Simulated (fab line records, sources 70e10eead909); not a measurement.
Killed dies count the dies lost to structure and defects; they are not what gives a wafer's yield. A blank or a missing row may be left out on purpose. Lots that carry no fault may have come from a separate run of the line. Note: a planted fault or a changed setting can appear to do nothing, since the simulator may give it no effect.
fab line records | flow nand_harc | part 1 of 2: steps 1 to 4 of 6
record: lots: 24 | wafers: 72 | last_day: 24
route steps=1159 shown A_WL_FILL@813 A_CONTACT@855
lots that met no fault: from a run of the same line without faults
start_h: the number of hours between the record's first day and the start of the first shown wafer of the lot | wait_h: hours since the lot's step before | " identical to the entry in the row above | L1.1+2: one row covering several wafers at once | - no value, or no start given | * or withheld: withheld | < > ~ a bound
route shown NAME@n: names a module that has steps shown in the file, with the first one's number in the route | usual: mean and standard deviation over wafers with no fault | same: alike in all rows | chamber/n: place in a boat | sites: per-site readings | _std_site: the standard deviation of these | _edge_site: outer sites' mean less inner sites' | radius_mm: how far each site lies from the wafer's centre | mask NAME#n: copy n | behind: the most recent tool/chamber to have shaped the wafer | hold: why the lot was held/for how many hours/how that ended | device: names the non-switching transistor (n, p or np) | end of line: tests run on the same wafers once the route is complete | a step given without rows: its recipe and nothing more | killed: at the first sort, the dies lost to defects and structure; wafer yield is something else | map: dies across one wafer; x = killed, . = not, _ = none there
set.NAME: the setting that was run; set.NAME@STEP: the one run at that earlier step | model.NAME: the simulator's own value behind a step, which no gauge read
steps of the route over a sample of lots; a table a step, a row a wafer
services: when a tool's chamber went out of use (start_h, in hours from the record's first day, below 0 if earlier), for how many hours, and the reason
== steps ==
step: NHARC_A_WL_FILL_CVD_03
recipe: target_thk_a: 400 | temp_c: 300 | pressure_torr: 40 | wf6_flow_sccm: 40 | h2_flow_sccm: 1600 | ar_flow_sccm: 1560 | time_s: 3302 | material: W
usual: chamber_pressure_Torr: 40.00/0.1 | heater_power_w: 449/45 | throttle_valve_pct: 7.9/0.38
same: time_s: 3302
lot.wafer | tool     | chamber | start_h | wait_h | chamber_pressure_Torr | heater_power_w | throttle_valve_pct
L074.1    | cvd_w-02 | 0       | 338.49  | 0.5    | 40.09                 | 535            | 7.9
L074.3    | "        | 0       | "       | "      | 39.90                 | 527            | 7.7
L074.6    | "        | 1       | "       | "      | 39.96                 | 417            | 8.6
L078.1    | cvd_w-01 | 1       | 349.54  | 0.9    | 40.04                 | 431            | 7.8
L078.4    | "        | 1       | "       | "      | 40.03                 | 426            | 7.8
L078.6    | "        | 1       | "       | "      | 39.91                 | 425            | 7.7
L075.3    | cvd_w-02 | 0       | 351.18  | 2.2    | 39.98                 | 536            | 8.1
L075.6    | "        | 1       | "       | "      | 39.95                 | 423            | 8.6
L075.5    | "        | 0       | "       | "      | 40.05                 | 540            | 7.9
L077.2    | cvd_w-01 | 0       | 352.44  | 3.1    | 39.86                 | 417            | 7.4
L077.4    | "        | 0       | "       | "      | 40.06                 | 420            | 7.5
L077.6    | "        | 1       | 354.79  | 5.5    | 40.13                 | 431            | 7.6
L076.2    | cvd_w-02 | 0       | 352.59  | 1.6    | 40.07                 | 550            | 8.1
L076.4    | "        | 1       | 354.02  | 3.0    | 40.30                 | 426            | 8.8
L076.5    | "        | 0       | "       | "      | 39.95                 | 538            | 8.0
L079.1    | cvd_w-01 | 1       | 355.73  | 4.7    | 40.15                 | 433            | 7.5
L079.4    | "        | 0       | "       | "      | 39.99                 | 430            | 7.5
L079.6    | "        | 1       | 357.59  | 6.5    | 40.10                 | 433            | 7.8
L080.1    | cvd_w-02 | 1       | 355.89  | 1.7    | 40.01                 | 404            | 8.5
L080.2    | "        | 0       | "       | "      | 39.87                 | 529            | 7.9
L080.6    | "        | 0       | 358.23  | 4.0    | 40.16                 | 552            | 8.0
L082.4    | cvd_w-01 | 1       | 384.89  | 4.0    | 39.97                 | 438            | 7.6
L082.3    | "        | 0       | "       | "      | 39.97                 | 413            | 7.6
L082.6    | "        | 0       | "       | "      | 40.11                 | 415            | 7.7
L081.2    | cvd_w-01 | 0       | 387.25  | 6.2    | 40.02                 | 412            | 7.5
L081.4    | "        | 1       | "       | "      | 39.77                 | 436            | 7.7
L081.3    | "        | 0       | "       | "      | 40.10                 | 434            | 7.6
L084.1    | cvd_w-01 | 0       | 392.02  | 0.4    | 39.95                 | 421            | 7.6
L084.6    | "        | 0       | 393.89  | 2.3    | 39.86                 | 413            | 7.5
L084.5    | "        | 1       | "       | "      | 40.00                 | 425            | 7.8
L085.2    | cvd_w-01 | 1       | 395.31  | 3.7    | 39.94                 | 425            | 7.9
L085.4    | "        | 0       | "       | "      | 39.99                 | 416            | 7.3
L085.6    | "        | 1       | 397.24  | 5.6    | 39.94                 | 430            | 7.8
L083.1    | cvd_w-01 | 1       | 397.72  | 5.7    | 40.07                 | 443            | 7.6
L083.6    | "        | 1       | 399.59  | 7.6    | 39.98                 | 404            | 7.8
L083.5    | "        | 0       | "       | "      | 40.06                 | 425            | 7.7
L087.3    | cvd_w-01 | 1       | 410.86  | 3.8    | 39.97                 | 438            | 7.8
L087.4    | "        | 0       | "       | "      | 39.90                 | 420            | 7.5
L087.5    | "        | 1       | "       | "      | 39.97                 | 420            | 7.9
L088.1    | cvd_w-01 | 1       | 425.56  | 3.4    | 40.14                 | 426            | 7.7
L088.4    | "        | 1       | 428.38  | 6.2    | 39.99                 | 416            | 7.7
L088.6    | "        | 1       | 430.27  | 8.1    | 40.01                 | 434            | 8.0
L089.4    | cvd_w-02 | 1       | 426.24  | 4.1    | 40.03                 | 405            | 8.7
L089.3    | "        | 0       | "       | "      | 39.93                 | 515            | 8.0
L089.6    | "        | 0       | "       | "      | 39.91                 | 524            | 8.0
L086.1    | cvd_w-02 | 0       | 428.12  | 5.8    | 40.25                 | 516            | 8.2
L086.2    | "        | 1       | "       | "      | 39.95                 | 414            | 8.5
L086.3    | "        | 1       | "       | "      | 40.07                 | 415            | 8.6
L090.2    | cvd_w-01 | 0       | 431.68  | 1.7    | 40.15                 | 428            | 7.6
L090.4    | "        | 0       | "       | "      | 39.99                 | 417            | 7.5
L090.5    | "        | 0       | "       | "      | 40.01                 | 421            | 7.8
L092.1    | cvd_w-01 | 1       | 434.00  | 3.9    | 40.10                 | 430            | 7.7
L092.4    | "        | 1       | "       | "      | 40.01                 | 435            | 7.7
L092.5    | "        | 0       | 436.38  | 6.3    | 39.96                 | 431            | 7.5
L091.3    | cvd_w-02 | 0       | 440.43  | 1.9    | 40.06                 | 514            | 7.8
L091.4    | "        | 0       | "       | "      | 39.95                 | 524            | 7.9
L091.5    | "        | 0       | "       | "      | 40.10                 | 509            | 8.0
L094.2    | cvd_w-01 | 1       | 441.32  | 0.1    | 40.03                 | 430            | 7.7
L094.1    | "        | 0       | "       | "      | 39.98                 | 409            | 7.7
L094.3    | "        | 0       | "       | "      | 39.97                 | 422            | 7.4
L095.2    | cvd_w-01 | 0       | 444.13  | 2.8    | 39.71                 | 416            | 7.5
L095.6    | "        | 0       | 446.02  | 4.7    | 39.97                 | 425            | 7.6
L095.5    | "        | 1       | "       | "      | 40.08                 | 431            | 7.7
L093.1    | cvd_w-02 | 0       | 444.18  | 2.7    | 39.96                 | 535            | 7.8
L093.2    | "        | 0       | "       | "      | 40.00                 | 520            | 8.1
L093.5    | "        | 0       | 447.88  | 6.4    | 40.04                 | 523            | 8.0
L096.1    | cvd_w-02 | 1       | 472.40  | 10.9   | 39.83                 | 415            | 8.6
L096.3    | "        | 0       | "       | "      | 39.94                 | 530            | 8.2
L096.5    | "        | 1       | 474.29  | 12.8   | 39.77                 | 408            | 8.5
L097.1    | cvd_w-02 | 0       | 479.85  | 4.0    | 39.99                 | 526            | 8.1
L097.6    | "        | 1       | 481.28  | 5.4    | 39.93                 | 413            | 8.5
L097.5    | "        | 0       | "       | "      | 40.05                 | 523            | 8.3
step: NHARC_A_CONTACT_OVL_MEAS_43
usual: overlay_x_nm: 0.0/0.81 | overlay_y_nm: -0.2/0.83
lot.wafer | tool       | chamber | start_h | wait_h | overlay_x_nm | overlay_y_nm
L074.1    | overlay-01 | -       | 367.29  | -      | 1.2          | 1.3
L074.3    | "          | -       | "       | "      | 0.7          | 0.3
L074.6    | "          | -       | "       | "      | 0.4          | 0.8
L078.1    | overlay-02 | -       | 378.39  | -      | -0.2         | -0.3
L078.4    | "          | -       | "       | "      | -0.6         | -0.5
L078.6    | "          | -       | "       | "      | -0.5         | -0.7
L075.3    | overlay-01 | -       | 378.55  | -      | -0.2         | -0.3
L075.5    | "          | -       | "       | "      | -0.5         | -0.1
L075.6    | "          | -       | "       | "      | -0.6         | -0.7
L076.2    | overlay-01 | -       | 383.90  | -      | 0.5          | 0.2
L076.4    | "          | -       | "       | "      | 0.3          | 0.4
L076.5    | "          | -       | "       | "      | 0.4          | 0.3
L080.1    | overlay-01 | -       | 384.42  | -      | -1.1         | 0.5
L080.2    | "          | -       | "       | "      | -1.5         | 0.2
L080.6    | "          | -       | "       | "      | -1.0         | 0.2
L079.1    | overlay-01 | -       | 388.98  | -      | 0.6          | 0.2
L079.4    | "          | -       | "       | "      | -0.1         | -0.2
L079.6    | "          | -       | "       | "      | 0.4          | 0.0
L077.2    | overlay-01 | -       | 390.69  | -      | -0.2         | -0.9
L077.4    | "          | -       | "       | "      | -0.3         | -0.9
L077.6    | "          | -       | "       | "      | -0.3         | -1.4
L081.2    | overlay-02 | -       | 415.97  | -      | 0.5          | -2.3
L081.3    | "          | -       | "       | "      | -0.2         | -2.0
L081.4    | "          | -       | "       | "      | 0.9          | -1.5
L082.3    | overlay-02 | -       | 416.18  | -      | -0.8         | 0.5
L082.4    | "          | -       | "       | "      | 0.3          | 0.8
L082.6    | "          | -       | "       | "      | 0.2          | 0.0
L083.1    | overlay-01 | -       | 425.68  | -      | 0.2          | 0.8
L083.5    | "          | -       | "       | "      | 0.4          | 0.0
L083.6    | "          | -       | "       | "      | 0.1          | 0.1
L085.2    | overlay-01 | -       | 427.22  | -      | -1.4         | 0.1
L085.4    | "          | -       | "       | "      | -0.9         | 0.4
L085.6    | "          | -       | "       | "      | -1.0         | -0.2
L084.1    | overlay-02 | -       | 431.48  | -      | -0.3         | -0.6
L084.5    | "          | -       | "       | "      | 0.0          | 0.4
L084.6    | "          | -       | "       | "      | -0.2         | 0.0
L087.3    | overlay-02 | -       | 440.16  | -      | 0.0          | 0.4
L087.4    | "          | -       | "       | "      | 0.4          | 0.4
L087.5    | "          | -       | "       | "      | 0.1          | 0.4
L088.1    | overlay-02 | -       | 456.75  | -      | -1.1         | -0.5
L088.4    | "          | -       | "       | "      | -0.7         | -0.7
L088.6    | "          | -       | "       | "      | -1.3         | -0.3
L086.1    | overlay-01 | -       | 461.31  | -      | 2.4          | 1.5
L086.2    | "          | -       | "       | "      | 2.0          | 1.8
L086.3    | "          | -       | "       | "      | 2.2          | 1.5
L089.3    | overlay-01 | -       | 463.22  | -      | 0.5          | -0.5
L089.4    | "          | -       | "       | "      | 1.0          | -0.5
L089.6    | "          | -       | "       | "      | 1.2          | -0.7
L090.2    | overlay-01 | -       | 468.00  | -      | 1.4          | 0.9
L090.4    | "          | -       | "       | "      | 0.5          | 0.0
L090.5    | "          | -       | "       | "      | 0.9          | 1.1
L092.1    | overlay-01 | -       | 472.68  | -      | -1.8         | -1.2
L092.4    | "          | -       | "       | "      | -1.5         | -0.7
L092.5    | "          | -       | "       | "      | -1.6         | -1.5
L095.2    | overlay-02 | -       | 475.51  | -      | -0.5         | 0.0
L095.5    | "          | -       | "       | "      | -0.2         | -0.4
L095.6    | "          | -       | "       | "      | -0.4         | -0.2
L091.3    | overlay-01 | -       | 477.71  | -      | 0.1          | -0.6
L091.4    | "          | -       | "       | "      | -0.5         | -1.1
L091.5    | "          | -       | "       | "      | -0.1         | 0.1
L094.1    | overlay-02 | -       | 479.80  | -      | 0.5          | -0.9
L094.2    | "          | -       | "       | "      | 0.8          | -1.5
L094.3    | "          | -       | "       | "      | 0.9          | -1.2
L093.1    | overlay-01 | -       | 487.37  | -      | -0.6         | -1.1
L093.2    | "          | -       | "       | "      | -0.4         | -1.5
L093.5    | "          | -       | "       | "      | -0.5         | -0.8
L096.1    | overlay-02 | -       | 501.92  | -      | -0.1         | 0.5
L096.3    | "          | -       | "       | "      | 0.3          | 0.8
L096.5    | "          | -       | "       | "      | 0.4          | 0.7
L097.1    | overlay-02 | -       | 506.21  | -      | -0.3         | 0.8
L097.5    | "          | -       | "       | "      | -0.3         | 0.2
L097.6    | "          | -       | "       | "      | -0.7         | 0.5
step: NHARC_A_CONTACT_ETCH_120
recipe: source_w: withheld | pressure_mtorr: 20 | bias_v: 3000 | time_s: 94 | target_depth_a: 9220 | ar_flow_sccm: withheld | c4f8_flow_sccm: withheld | o2_flow_sccm: withheld | chemistry: C4F8/O2/Ar
same: time_s: 94
lot.wafer | tool            | chamber | start_h | wait_h | rf_hours_counter_h
L074.1    | har_cap_etch-01 | 0       | 369.71  | 0.1    | 51
L074.3    | "               | 0       | "       | "      | -
L074.6    | "               | 1       | "       | "      | -
L078.1    | har_cap_etch-01 | 1       | 380.89  | 0.1    | 53
L078.4    | "               | 1       | "       | "      | -
L078.6    | "               | 1       | "       | "      | -
L075.3    | har_cap_etch-03 | 1       | 381.38  | 0.1    | -
L075.5    | "               | 1       | "       | "      | -
L075.6    | "               | 0       | "       | "      | -
L076.2    | har_cap_etch-03 | 0       | 386.55  | 0.1    | 88
L076.4    | "               | 1       | "       | "      | -
L076.5    | "               | 0       | "       | "      | -
L080.2    | har_cap_etch-02 | 1       | 387.39  | 0.1    | 10
L080.1    | "               | 0       | "       | "      | 10
L080.6    | "               | 0       | "       | "      | -
L079.1    | har_cap_etch-02 | 0       | 391.28  | 0.1    | 12
L079.4    | "               | 0       | "       | "      | -
L079.6    | "               | 1       | "       | "      | -
L077.2    | har_cap_etch-01 | 0       | 393.02  | 0.1    | 56
L077.4    | "               | 0       | "       | "      | -
L077.6    | "               | 0       | "       | "      | -
L081.2    | har_cap_etch-02 | 1       | 418.27  | 0.1    | 16
L081.3    | "               | 0       | "       | "      | -
L081.4    | "               | 1       | "       | "      | -
L082.4    | har_cap_etch-01 | 0       | 418.57  | 0.1    | -
L082.3    | "               | 1       | "       | "      | -
L082.6    | "               | 0       | "       | "      | -
L083.1    | har_cap_etch-01 | 1       | 428.42  | 0.1    | 61
L083.5    | "               | 1       | "       | "      | -
L083.6    | "               | 0       | "       | "      | -
L085.2    | har_cap_etch-03 | 0       | 429.56  | 0.1    | 95
L085.4    | "               | 1       | "       | "      | -
L085.6    | "               | 0       | "       | "      | -
L084.1    | har_cap_etch-03 | 1       | 434.05  | 0.1    | 96
L084.5    | "               | 0       | "       | "      | -
L084.6    | "               | 1       | "       | "      | -
L087.4    | har_cap_etch-01 | 0       | 442.71  | 0.1    | -
L087.3    | "               | 1       | "       | "      | -
L087.5    | "               | 0       | "       | "      | -
L088.1    | har_cap_etch-03 | 1       | 459.29  | 0.1    | 99
L088.4    | "               | 1       | "       | "      | -
L088.6    | "               | 0       | "       | "      | -
L086.2    | har_cap_etch-01 | 1       | 463.59  | 0.1    | 67
L086.1    | "               | 0       | "       | "      | 67
L086.3    | "               | 1       | "       | "      | -
L089.3    | har_cap_etch-02 | 1       | 465.53  | 0.1    | -
L089.4    | "               | 0       | "       | "      | -
L089.6    | "               | 0       | "       | "      | -
L090.2    | har_cap_etch-01 | 1       | 470.31  | 0.1    | 68
L090.4    | "               | 0       | "       | "      | -
L090.5    | "               | 1       | "       | "      | -
L092.1    | har_cap_etch-02 | 1       | 475.01  | 0.1    | 25
L092.4    | "               | 1       | "       | "      | -
L092.5    | "               | 0       | "       | "      | -
L095.2    | har_cap_etch-01 | 0       | 477.98  | 0.1    | 70
L095.5    | "               | 0       | "       | "      | -
L095.6    | "               | 1       | "       | "      | -
L091.4    | har_cap_etch-01 | 1       | 480.05  | 0.1    | -
L091.3    | "               | 0       | "       | "      | -
L091.5    | "               | 1       | "       | "      | -
L094.1    | har_cap_etch-03 | 1       | 482.08  | 0.1    | 105
L094.2    | "               | 0       | "       | "      | 105
L094.3    | "               | 1       | "       | "      | -
L093.1    | har_cap_etch-02 | 1       | 489.66  | 0.1    | 29
L093.2    | "               | 0       | "       | "      | 29
L093.5    | "               | 1       | "       | "      | -
L096.1    | har_cap_etch-02 | 0       | 504.33  | 0.1    | 32
L096.3    | "               | 1       | "       | "      | -
L096.5    | "               | 1       | "       | "      | -
L097.1    | har_cap_etch-03 | 1       | 508.68  | 0.1    | 109
L097.5    | "               | 1       | "       | "      | -
L097.6    | "               | 0       | "       | "      | -
step: NHARC_A_CONTACT_ETCH_31
recipe: target_depth_a: 20000 | over_etch_frac: 0.3 | time_s: 520 | ion_energy_ev: 150 | o2_flow_sccm: 400 | cos_flow_sccm: 20 | ar_flow_sccm: 0 | rf_w: 500 | bias_w: 300 | chemistry: O2/COS
usual: drypump_motor_current_A: 5.8/0.43 | oes_product_au: 1.003/0.0076 | rf_vpp_V: 314.1/2 | showerhead_plenum_p_Torr: 3.11/0.13 | throttle_valve_pct: 28.330/0.0088
same: over_etch_frac: 0.3 | time_s: 520
lot.wafer | tool        | chamber | start_h | wait_h | drypump_motor_current_A | oes_product_au | rf_hours_counter_h | rf_vpp_V | showerhead_plenum_p_Torr | throttle_valve_pct
L074.3    | rie_diel-11 | 3       | -       | -      | 5.4                     | 0.998          | 1                  | 315.0    | 3.23                     | 28.335
L074.1    | "           | 0       | "       | "      | 6.1                     | 1.015          | 1                  | 313.0    | 2.97                     | 28.327
L074.6    | "           | 2       | "       | "      | 6.0                     | 1.005          | -                  | 312.7    | 2.96                     | 28.335
L078.1    | rie_diel-05 | 1       | -       | -      | 5.7                     | 1.001          | 15                 | 315.0    | 3.18                     | 28.325
L078.6    | "           | 2       | "       | "      | 5.5                     | 0.997          | -                  | 314.4    | 3.15                     | 28.320
L078.4    | "           | 1       | "       | "      | 5.7                     | 0.996          | -                  | 313.4    | 3.18                     | 28.329
L075.3    | rie_diel-11 | 3       | -       | -      | 5.4                     | 0.998          | 7                  | 317.3    | 3.23                     | 28.323
L075.6    | "           | 1       | "       | "      | 5.7                     | 1.015          | -                  | 311.4    | 2.92                     | 28.317
L075.5    | "           | 2       | "       | "      | 6.0                     | 0.999          | -                  | 312.3    | 2.96                     | 28.338
L076.4    | rie_diel-11 | 0       | -       | -      | 6.1                     | 1.011          | 9                  | 311.9    | 2.96                     | 28.306
L076.2    | "           | 2       | "       | "      | 5.9                     | 1.008          | 10                 | 311.5    | 2.96                     | 28.324
L076.5    | "           | 1       | "       | "      | 5.6                     | 1.019          | -                  | 311.8    | 2.92                     | 28.340
L080.1    | rie_diel-05 | 2       | -       | -      | 5.5                     | 1.004          | 18                 | 314.6    | 3.15                     | 28.321
L080.2    | "           | 3       | "       | "      | 5.5                     | 1.006          | 14                 | 315.8    | 3.22                     | 28.326
L080.6    | "           | 1       | "       | "      | 5.7                     | 0.990          | -                  | 314.0    | 3.17                     | 28.334
L079.1    | rie_diel-07 | 2       | -       | -      | 6.8                     | 1.016          | 32                 | 316.6    | 3.25                     | 28.323
L079.4    | "           | 3       | "       | "      | 5.1                     | 1.007          | 32                 | 316.8    | 3.31                     | 28.331
L079.6    | "           | 2       | "       | "      | 6.8                     | 1.008          | -                  | 315.9    | 3.25                     | 28.347
L077.2    | rie_diel-07 | 3       | -       | -      | 5.1                     | 1.013          | 32                 | 315.6    | 3.31                     | 28.326
L077.4    | "           | 2       | "       | "      | 6.8                     | 1.024          | 33                 | 316.8    | 3.25                     | 28.330
L077.6    | "           | 3       | "       | "      | 5.0                     | 1.007          | -                  | 318.1    | 3.31                     | 28.345
L081.2    | rie_diel-05 | 0       | -       | -      | 5.6                     | 1.008          | 33                 | 310.9    | 2.97                     | 28.322
L081.4    | "           | 1       | "       | "      | 5.7                     | 0.992          | 32                 | 316.0    | 3.17                     | 28.343
L081.3    | "           | 2       | "       | "      | 5.5                     | 0.996          | 33                 | 313.9    | 3.14                     | 28.325
L082.3    | rie_diel-07 | 2       | -       | -      | 6.8                     | 1.000          | 3                  | 316.3    | 3.24                     | 28.328
L082.4    | "           | 3       | "       | "      | 5.0                     | 1.001          | 3                  | 316.2    | 3.31                     | 28.338
L082.6    | "           | 2       | "       | "      | 6.8                     | 1.005          | -                  | 315.8    | 3.24                     | 28.328
L083.1    | rie_diel-05 | 0       | -       | -      | 5.6                     | 0.997          | 36                 | 311.5    | 2.97                     | 28.325
L083.5    | "           | 3       | "       | "      | 5.6                     | 1.011          | -                  | 314.6    | 3.21                     | 28.338
L083.6    | "           | 0       | "       | "      | 5.6                     | 0.999          | -                  | 311.9    | 2.97                     | 28.322
L085.2    | rie_diel-11 | 1       | -       | -      | 5.6                     | 0.997          | 21                 | 311.4    | 2.92                     | 28.320
L085.4    | "           | 3       | "       | "      | 5.4                     | 1.011          | 23                 | 315.9    | 3.22                     | 28.335
L085.6    | "           | 1       | "       | "      | 5.6                     | 1.000          | -                  | 310.7    | 2.92                     | 28.339
L084.1    | rie_diel-07 | 1       | -       | -      | 6.1                     | 0.996          | 7                  | 315.6    | 3.20                     | 28.324
L084.6    | "           | 1       | "       | "      | 6.1                     | 0.997          | -                  | 314.3    | 3.20                     | 28.322
L084.5    | "           | 2       | "       | "      | 6.8                     | 1.011          | -                  | 316.5    | 3.24                     | 28.335
L087.3    | rie_diel-11 | 0       | -       | -      | 6.1                     | 1.006          | 26                 | 313.4    | 2.96                     | 28.323
L087.4    | "           | 3       | "       | "      | 5.4                     | 1.002          | 28                 | 315.0    | 3.22                     | 28.326
L087.5    | "           | 1       | "       | "      | 5.7                     | 1.002          | -                  | 311.6    | 2.92                     | 28.331
L088.1    | rie_diel-07 | 3       | -       | -      | 5.0                     | 1.010          | 9                  | 316.9    | 3.31                     | 28.315
L088.4    | "           | 0       | "       | "      | 6.0                     | 1.009          | 11                 | 312.6    | 3.08                     | 28.323
L088.6    | "           | 1       | "       | "      | 6.1                     | 0.994          | -                  | 315.4    | 3.20                     | 28.331
L086.3    | rie_diel-11 | 2       | -       | -      | 6.0                     | 0.998          | 37                 | 312.9    | 2.95                     | 28.328
L086.1    | "           | 3       | "       | "      | 5.4                     | 0.993          | 35                 | 315.7    | 3.22                     | 28.325
L086.2    | "           | 1       | "       | "      | 5.6                     | 1.005          | 34                 | 311.7    | 2.91                     | 28.326
L089.3    | rie_diel-07 | 1       | -       | -      | 6.1                     | 0.991          | 13                 | 314.4    | 3.20                     | 28.352
L089.4    | "           | 3       | "       | "      | 5.0                     | 1.009          | 10                 | 316.1    | 3.31                     | 28.340
L089.6    | "           | 0       | "       | "      | 6.1                     | 1.003          | -                  | 313.4    | 3.08                     | 28.335
L090.4    | rie_diel-05 | 3       | -       | -      | 5.5                     | 1.020          | 48                 | 315.4    | 3.20                     | 28.327
L090.2    | "           | 2       | "       | "      | 5.5                     | 1.005          | 52                 | 314.6    | 3.13                     | 28.333
L090.5    | "           | 0       | "       | "      | 5.6                     | 1.011          | -                  | 310.9    | 2.96                     | 28.323
L092.4    | rie_diel-05 | 3       | -       | -      | 5.5                     | 1.003          | 50                 | 315.1    | 3.20                     | 28.338
L092.1    | "           | 2       | "       | "      | 5.5                     | 1.009          | 53                 | 313.9    | 3.13                     | 28.317
L092.5    | "           | 0       | "       | "      | 5.6                     | 0.994          | -                  | 311.6    | 2.96                     | 28.326
L095.2    | rie_diel-05 | 2       | -       | -      | 5.5                     | 1.006          | 53                 | 315.5    | 3.13                     | 28.332
L095.5    | "           | 2       | "       | "      | 5.4                     | 1.004          | -                  | 314.7    | 3.13                     | 28.346
L095.6    | "           | 3       | "       | "      | 5.6                     | 1.017          | -                  | 315.9    | 3.20                     | 28.330
L091.4    | rie_diel-05 | 1       | -       | -      | 5.7                     | 0.993          | 52                 | 314.1    | 3.16                     | 28.329
L091.3    | "           | 3       | "       | "      | 5.5                     | 0.996          | 51                 | 314.7    | 3.20                     | 28.337
L091.5    | "           | 0       | "       | "      | 5.6                     | 0.997          | -                  | 311.6    | 2.96                     | 28.335
L094.1    | rie_diel-07 | 2       | -       | -      | 6.8                     | 1.006          | 18                 | 316.0    | 3.24                     | 28.337
L094.3    | "           | 0       | "       | "      | 6.1                     | 1.000          | 16                 | 314.5    | 3.08                     | 28.341
L094.2    | "           | 1       | "       | "      | 6.1                     | 0.989          | 17                 | 315.9    | 3.20                     | 28.333
L093.2    | rie_diel-05 | 2       | -       | -      | 5.5                     | 1.008          | 57                 | 314.1    | 3.13                     | 28.330
L093.1    | "           | 0       | "       | "      | 5.6                     | 1.006          | 58                 | 311.5    | 2.96                     | 28.336
L093.5    | "           | 2       | "       | "      | 5.5                     | 1.005          | -                  | 315.4    | 3.13                     | 28.334
L096.3    | rie_diel-11 | 0       | -       | -      | 6.1                     | 1.001          | 51                 | 312.5    | 2.94                     | 28.324
L096.1    | "           | 3       | "       | "      | 5.4                     | 1.004          | 53                 | 314.8    | 3.21                     | 28.329
L096.5    | "           | 1       | "       | "      | 5.6                     | 0.999          | -                  | 312.9    | 2.90                     | 28.332
L097.1    | rie_diel-07 | 3       | -       | -      | 5.0                     | 1.007          | 20                 | 316.3    | 3.30                     | 28.342
L097.5    | "           | 3       | "       | "      | 5.0                     | 0.996          | -                  | 316.0    | 3.30                     | 28.323
L097.6    | "           | 0       | "       | "      | 6.0                     | 1.008          | -                  | 314.2    | 3.08                     | 28.331
